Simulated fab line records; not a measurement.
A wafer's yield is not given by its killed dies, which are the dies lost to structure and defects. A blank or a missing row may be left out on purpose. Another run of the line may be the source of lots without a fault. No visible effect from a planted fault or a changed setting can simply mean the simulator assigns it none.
A lot that was struck, set against a sound lot -- flow nandHarc -- 15 out of 1302 route steps
Sound: these wafers, L715.2, L715.4, L715.6. Wafers L729.3, L729.4, L729.6 were the ones struck. The cause is given at the end.
Each step with rows lists, per side, the tool, then ch with its chambers, then its first start. Under that, the readings that differ: sound wafers -- struck wafers -- difference of the means -- sigmas: that difference in standard deviations of wafers without a fault.
alike: words and numbers the same on both sides, and readings whose means are apart by under 2 such deviations; not compared: readings that were withheld, readings missing a value for some wafer, numbers with overlapping values and no deviation given by the record, and bounds like >300 which may hide the same value.
Wherever a step has rows on one side only, a row that says differs or no value, or a row with sigmas, the two part there. Non-overlapping numbers with no deviation appear without sigmas and do not part them. Lack of a reading on every wafer of one side parts them only where that side has two or more wafers.

NHARC_A_CONTACT_ETCH_112: etches the open film in C4F8/O2/Ar, time 190 s, target depth 1850 nm.
  sound on harCapEtch-03 ch 0,1, day 23 05:06; struck on harCapEtch-03 ch 0,1, day 29 09:47
  alike: runLengthS
  not compared: rfHoursCounterH
NHARC_A_CONTACT_ETCH_113: etches the open film in C4F8/O2/Ar, time 190 s, target depth 1850 nm.
  sound on harCapEtch-03 ch 0,1, day 23 05:16; struck on harCapEtch-03 ch 0,1, day 29 09:57
  alike: runLengthS
  not compared: rfHoursCounterH
NHARC_A_CONTACT_ETCH_114: etches the open film in C4F8/O2/Ar, time 190 s, target depth 1850 nm.
  sound on harCapEtch-03 ch 0,1, day 23 05:27; struck on harCapEtch-03 ch 0,1, day 29 10:07
  alike: runLengthS
  not compared: rfHoursCounterH
NHARC_A_CONTACT_ETCH_115: etches the open film in C4F8/O2/Ar, time 190 s, target depth 1850 nm.
  sound on harCapEtch-03 ch 0,1, day 23 05:37; struck on harCapEtch-03 ch 0,1, day 29 10:18
  alike: runLengthS
  not compared: rfHoursCounterH
then, 3 steps without rows for these wafers: NHARC_A_CONTACT_ETCH_116 (etches the open film in C4F8/O2/Ar, time 190 s, target depth 1850 nm); NHARC_A_CONTACT_ETCH_117 (etches the open film in C4F8/O2/Ar, time 190 s, target depth 1850 nm); NHARC_A_CONTACT_ETCH_118 (etches the open film in C4F8/O2/Ar, time 190 s, target depth 1850 nm).
NHARC_A_CONTACT_ETCH_119: etches the open film in C4F8/O2/Ar, time 190 s, target depth 1850 nm.
  sound on harCapEtch-03 ch 0,1, day 23 06:18; struck on harCapEtch-03 ch 0,1, day 29 10:59
  alike: runLengthS
  not compared: rfHoursCounterH
then, 4 steps without rows for these wafers: NHARC_A_CONTACT_ETCH_120 (etches the open film in C4F8/O2/Ar, time 190 s, target depth 1850 nm); NHARC_A_CONTACT_ETCH_121 (etches the open film in C4F8/O2/Ar, time 190 s, target depth 1850 nm); NHARC_A_CONTACT_ETCH_122 (etches the open film in C4F8/O2/Ar, time 190 s, target depth 1850 nm); NHARC_A_CONTACT_ETCH_123 (etches the open film in C4F8/O2/Ar, time 490 s, target depth 2110 nm).
NHARC_A_CONTACT_ETCH_90: etches the open film in CH3F/O2, target depth 40 nm, time 85.7 s.
  sound on rieDiel-05 ch 0,3, day 23 07:58; struck on rieDiel-01 ch 0,1,3, day 29 12:35
reading,sound,struck,difference,sigmas
runLengthS (s),107.2 107.3 107.2,71.6 72.0 71.6,-35.5,-99
  alike: drypumpMotorCurrentA, oesProductAu, rfVppV, showerheadPlenumPTorr, throttleValvePct
  not compared: rfHoursCounterH
then, 1 step without rows for these wafers: NHARC_A_CONTACT_ETCH_96 (etches the open film in C4F6/O2, target depth 20 nm, time 10 s).
NHARC_END_SORT_01:
  the record has rows for the sound wafers here (prober-01 ch 0, day 26 01:05) and none for the struck ones

WHERE THEY PART
Earliest at NHARC_A_CONTACT_ETCH_90; latest, in this record, at NHARC_END_SORT_01.

WHY: the cause the simulator had injected
Drift in process parameters on rieDiel-01 at NHARC_A_CONTACT_ETCH_90, starting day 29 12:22. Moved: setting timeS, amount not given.
